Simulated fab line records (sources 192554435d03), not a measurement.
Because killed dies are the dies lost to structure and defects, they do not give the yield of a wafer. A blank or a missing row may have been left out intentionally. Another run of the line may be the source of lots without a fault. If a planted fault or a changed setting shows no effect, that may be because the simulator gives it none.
What tool caused it?	flow n5_finfet	37 wafers sampled from 13 lots at 1 step of a route of 1938

== WHAT THE GAUGES READ, wafer by wafer ==
N5_BEOL_M7_OCD_MEAS_38. Usual: 92.8 nm for trench_depth_nm, sd 1.3.
lot	measured	on	trench_depth_nm (nm)	flag
L762	day 9 03:02	ocd-01	93.5 93.1 92.6	
L768	day 10 13:41	ocd-02	93.5 92.6	
L772	day 11 20:44	ocd-01	92.2 95.4	
L774	day 11 21:10	ocd-02	95.2 92.8 93.9	
L775	day 12 01:54	ocd-01	91.8 93.9 90.4	
L773	day 12 02:18	ocd-01	94.0 91.8 92.0	
L777	day 13 10:35	ocd-01	92.6 93.2 94.2	
L778	day 13 12:19	ocd-02	93.2 91.7 93.5	
L780	day 13 13:10	ocd-02	93.6 92.7 92.2	
L782	day 14 12:20	ocd-02	93.4 93.0 93.6	
L783	day 15 01:01	ocd-01	93.1 92.3 94.0	
L785	day 15 01:04	ocd-02	93.9 94.7 93.5	
L784	day 15 01:05	ocd-01	93.5 95.5 91.0	

== EACH LOT AND THE TOOL THAT RAN IT (in order: tool; ch and the chambers of the sampled wafers; start) ==
The record holds no process step before these readings.

== AS READ BY THE TOOLS THEMSELVES (means over the sampled wafers that have a number; for cases with no such wafer, the mark the record gives instead) ==
The record holds no such reading with a usual standard deviation.

== THE ANSWER, worked out from the rows above alone ==
Rule: a lot is off if the mean of its wafers that have a number lies more than 3 standard deviations from the usual mean. Also off: a lot with no number at a reading for which 4 or more lots have one. Any other lot the step has rows for is counted as sound. After the gauges, taken in route order, come the tools' own readings; for these a lot's mean is taken, as printed above. At the first step where some lot is off, the reading lying furthest off is the one used; lots without a number count as furthest.
None of the lots is off at any reading shown; this tells nothing.

== WHAT WAS PUT IN BY THE SIMULATOR ==
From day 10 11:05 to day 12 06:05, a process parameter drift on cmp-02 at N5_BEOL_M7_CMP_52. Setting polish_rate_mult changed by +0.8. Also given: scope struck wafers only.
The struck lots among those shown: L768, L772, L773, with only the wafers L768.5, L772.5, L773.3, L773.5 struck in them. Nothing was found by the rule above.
